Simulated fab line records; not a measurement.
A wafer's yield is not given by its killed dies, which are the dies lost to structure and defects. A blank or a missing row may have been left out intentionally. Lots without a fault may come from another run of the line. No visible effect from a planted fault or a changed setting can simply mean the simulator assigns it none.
Split-lot trial :: flow n5 finfet :: on a route of 1938 steps: 7 lots, 21 wafers read

## ON THE SPLIT
At N5_BEOL_M2_TRENCH_ETCH_37 (etches SiOC in C4F6/O2, target depth 55.555 nm, time 29.2 s), the setting source w was moved away from the recipe's 355 W on 9 of the 21 wafers read, by +5.0% to +17.4%. For the rest of the wafers, this setting stayed at what the recipe calls for.

Reading taken at the split's own step.

## THE READING
BEOL_M2.feature depth nm (the simulator's own value, which no gauge read), in nm, at N5_BEOL_M2_TRENCH_ETCH_37 (etches SiOC in C4F6/O2, target depth 55.555 nm, time 29.2 s). There is no usual value for it anywhere in the file. Across the 12 wafers here that went through the recipe, the average is 55.2 nm and the standard deviation 1 nm.

wafer: L078.3
tool, chamber at the split: rie diel-03, 2
source w as run, W: 355
against the recipe: recipe
BEOL_M2.feature depth nm, nm: 53.8
against lot-mates on the recipe: -

wafer: L078.4
tool, chamber at the split: rie diel-03, 3
source w as run, W: 355
against the recipe: recipe
BEOL_M2.feature depth nm, nm: 55
against lot-mates on the recipe: -

wafer: L078.5
tool, chamber at the split: rie diel-03, 1
source w as run, W: 355
against the recipe: recipe
BEOL_M2.feature depth nm, nm: 55.6
against lot-mates on the recipe: -

wafer: L080.1
tool, chamber at the split: rie diel-04, 1
source w as run, W: 355
against the recipe: recipe
BEOL_M2.feature depth nm, nm: 56.8
against lot-mates on the recipe: -

wafer: L080.3
tool, chamber at the split: rie diel-04, 0
source w as run, W: 355
against the recipe: recipe
BEOL_M2.feature depth nm, nm: 55.2
against lot-mates on the recipe: -

wafer: L080.6
tool, chamber at the split: rie diel-04, 1
source w as run, W: 355
against the recipe: recipe
BEOL_M2.feature depth nm, nm: 56.6
against lot-mates on the recipe: -

wafer: L081.1
tool, chamber at the split: rie diel-03, 3
source w as run, W: 390.7
against the recipe: +10.1%
BEOL_M2.feature depth nm, nm: 57.6
against lot-mates on the recipe: no lot-mate on the recipe

wafer: L081.2
tool, chamber at the split: rie diel-03, 0
source w as run, W: 390.7
against the recipe: +10.1%
BEOL_M2.feature depth nm, nm: 56.4
against lot-mates on the recipe: no lot-mate on the recipe

wafer: L081.3
tool, chamber at the split: rie diel-03, 1
source w as run, W: 390.7
against the recipe: +10.1%
BEOL_M2.feature depth nm, nm: 58.6
against lot-mates on the recipe: no lot-mate on the recipe

wafer: L083.2
tool, chamber at the split: rie diel-04, 2
source w as run, W: 355
against the recipe: recipe
BEOL_M2.feature depth nm, nm: 55.2
against lot-mates on the recipe: -

wafer: L083.3
tool, chamber at the split: rie diel-04, 1
source w as run, W: 355
against the recipe: recipe
BEOL_M2.feature depth nm, nm: 56.8
against lot-mates on the recipe: -

wafer: L083.5
tool, chamber at the split: rie diel-04, 0
source w as run, W: 355
against the recipe: recipe
BEOL_M2.feature depth nm, nm: 55.4
against lot-mates on the recipe: -

wafer: L089.2
tool, chamber at the split: rie diel-03, 3
source w as run, W: 372.7
against the recipe: +5.0%
BEOL_M2.feature depth nm, nm: 56.4
against lot-mates on the recipe: +2.4

wafer: L089.4
tool, chamber at the split: rie diel-03, 0
source w as run, W: 355
against the recipe: recipe
BEOL_M2.feature depth nm, nm: 54
against lot-mates on the recipe: -

wafer: L089.6
tool, chamber at the split: rie diel-03, 1
source w as run, W: 372.7
against the recipe: +5.0%
BEOL_M2.feature depth nm, nm: 56.2
against lot-mates on the recipe: +2.2

wafer: L090.2
tool, chamber at the split: rie diel-03, 0
source w as run, W: 355
against the recipe: recipe
BEOL_M2.feature depth nm, nm: 54.2
against lot-mates on the recipe: -

wafer: L090.3
tool, chamber at the split: rie diel-03, 1
source w as run, W: 393.5
against the recipe: +10.8%
BEOL_M2.feature depth nm, nm: 57.2
against lot-mates on the recipe: +3.0

wafer: L090.5
tool, chamber at the split: rie diel-03, 3
source w as run, W: 393.5
against the recipe: +10.8%
BEOL_M2.feature depth nm, nm: 57.6
against lot-mates on the recipe: +3.4

wafer: L096.2
tool, chamber at the split: rie diel-05, 2
source w as run, W: 416.9
against the recipe: +17.4%
BEOL_M2.feature depth nm, nm: 58.8
against lot-mates on the recipe: +4.4

wafer: L096.3
tool, chamber at the split: rie diel-05, 1
source w as run, W: 355
against the recipe: recipe
BEOL_M2.feature depth nm, nm: 54.4
against lot-mates on the recipe: -

wafer: L096.4
tool, chamber at the split: rie diel-05, 3
source w as run, W: 416.9
against the recipe: +17.4%
BEOL_M2.feature depth nm, nm: 58.4
against lot-mates on the recipe: +4.0

THE FIT
A straight line over all 21 wafers: BEOL_M2.feature depth nm changes by +0.201 nm for each +1% of source w; r = +0.82; the points scatter about the line by 0.89 nm.
The same after taking each lot's own level away (the mean of its wafers on the recipe; 18 wafers): +0.258 nm for each +1%; r = +0.93; scatter 0.67 nm.
According to that fit, moving source w by its largest amount changes the reading by 4.5 nm.
The lots' own levels span 54.00 to 56.20 nm, that is 2.2 times the standard deviation above.
In other words, the slope is changed by the lot-to-lot level; the two fits disagree.
Check: with one of the wafers moved furthest among these (+17.4%) left out of the fit, the line predicts +4.75 nm for it against its lot-mates. Against them it came out at +4.4 nm.

## FURTHER SPLITS ON THESE WAFERS
These wafers also went through other splits before the reading. Each is held against what the fit with the lots' levels taken away leaves over:
other split on the same wafers: N5_BEOL_M2_COAT_62 spin rpm
wafers away from the commonest value: 10
r with BEOL_M2.feature depth nm (lot level and that fit taken away): +0.18

## FILE'S OWN FIT
BEOL_M2.feature depth nm changes by +0.267 nm for each +1% of source w, r = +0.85.
